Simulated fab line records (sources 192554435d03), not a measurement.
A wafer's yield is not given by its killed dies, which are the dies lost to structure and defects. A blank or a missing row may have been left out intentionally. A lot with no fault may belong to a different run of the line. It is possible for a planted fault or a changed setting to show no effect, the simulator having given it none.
A struck lot beside a sound one | flow n5 finfet | 15 out of 1938 route steps
Sound: these wafers, L465.2, L465.3, L465.6. Struck: wafer L476.3; the same lot's L476.6 was not struck, so it is left out; see the end for the cause.
For every step that has rows: the tool of each side, followed by ch and its chambers, followed by its first start. Under that, the readings that differ: sound wafers | struck wafers | difference of the means | sigmas: that difference in standard deviations of wafers without a fault.
alike: readings whose means differ by less than 2 such deviations, and words and numbers that are the same on both sides. not compared: withheld readings, readings that some wafer has no value for, bounds like >300 that may hide the same value, and numbers for which the record gives no deviation and whose values overlap.
Wherever a step has rows on one side only, a row that says differs or no value, or a row with sigmas, the two part there. When numbers do not overlap yet have no deviation, they are printed without sigmas and do not part them. A reading that every wafer of one side lacks parts them only if that side has two wafers or more.

first, 7 steps without rows for these wafers: N5_BEOL_M12_COAT_22 (resist thk 300 nm); N5_BEOL_M12_EBR_24; N5_BEOL_M12_SOFTBAKE_23 (time 60 s); N5_BEOL_M12_EXPOSE_25 (exposes mask M12); N5_BEOL_M12_PEB_26 (peb time 90 s); N5_BEOL_M12_DEVELOP_27 (develop time 45 s); N5_BEOL_M12_HARDBAKE_32 (time 120 s).
N5_BEOL_M12_CD_MEAS_28 targets a cd of 160.2 nm.
  sound on cd sem-01 ch 0, day 10 22:52; struck on cd sem-03 ch 0, day 14 13:20
  alike: cd nm
N5_BEOL_M12_OVL_MEAS_29:
  sound on overlay-01 ch 0, day 10 22:54; struck on overlay-01 ch 0, day 14 13:22
  alike: M12_OVL
N5_BEOL_M12_INSPECT_30: inspects for defects (macro).
  sound on defect inspect-01 at day 10 22:55; struck on defect inspect-01 at day 14 13:23
  alike: raw defect count
N5_BEOL_M12_DESCUM_33: chemistry O2, time 7.9 s.
  sound on rie diel-01 ch 0,2,3, day 10 22:57; struck on rie diel-04 ch 3, day 14 13:26
  alike: drypump motor current A, oes product au, rf fwd power W, rf vpp V, showerhead plenum p Torr, throttle valve pct
  not compared: rf hours counter h
N5_BEOL_M12_ETCH_67: etches SiARC in CF4, target depth 143 nm, time 238.3 s.
  sound on rie diel-01 ch 0,2,3, day 10 22:59; struck on rie diel-04 ch 3, day 14 13:28
  alike: drypump motor current A, etch rf on time s, oes product au, rf fwd power W, rf vpp V, showerhead plenum p Torr, throttle valve pct
  not compared: rf hours counter h
N5_BEOL_M12_ETCH_68: etches SOC in N2/H2, time 285 s.
  sound on rie diel-01 ch 0,2,3, day 10 23:08; struck on rie diel-04 ch 3, day 14 13:37
  reading                                     | sound             | struck | difference | sigmas
  oes product au (a.u.)                       | 0.75 0.72 0.69    | 1.07   | +0.35      | +4
  rf vpp V (V)                                | 522.8 518.3 525.2 | 526.2  | +4.1       | +2
  model.SiARC_of_BEOL_M12_COAT_66.thk nm (nm) | 85.8 85.8 85.6    | 78.4   | -7.3       |
  alike: drypump motor current A, rf fwd power W, showerhead plenum p Torr, throttle valve pct
  not compared: rf hours counter h
then, 1 step without rows for these wafers: N5_BEOL_M12_STRIP_69 (strips in N2/H2).
N5_PASSIVATION_PROBE_49:
  sound wafers here have rows in the record (prober-02, day 12 22:50); struck ones have none

## WHERE THEY PART
Last at N5_PASSIVATION_PROBE_49 as far as this record goes, first at N5_BEOL_M12_ETCH_68.

WHY: the cause the simulator had injected
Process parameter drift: rie diel-04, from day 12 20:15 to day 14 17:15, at N5_BEOL_M12_ETCH_68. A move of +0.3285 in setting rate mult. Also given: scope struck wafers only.
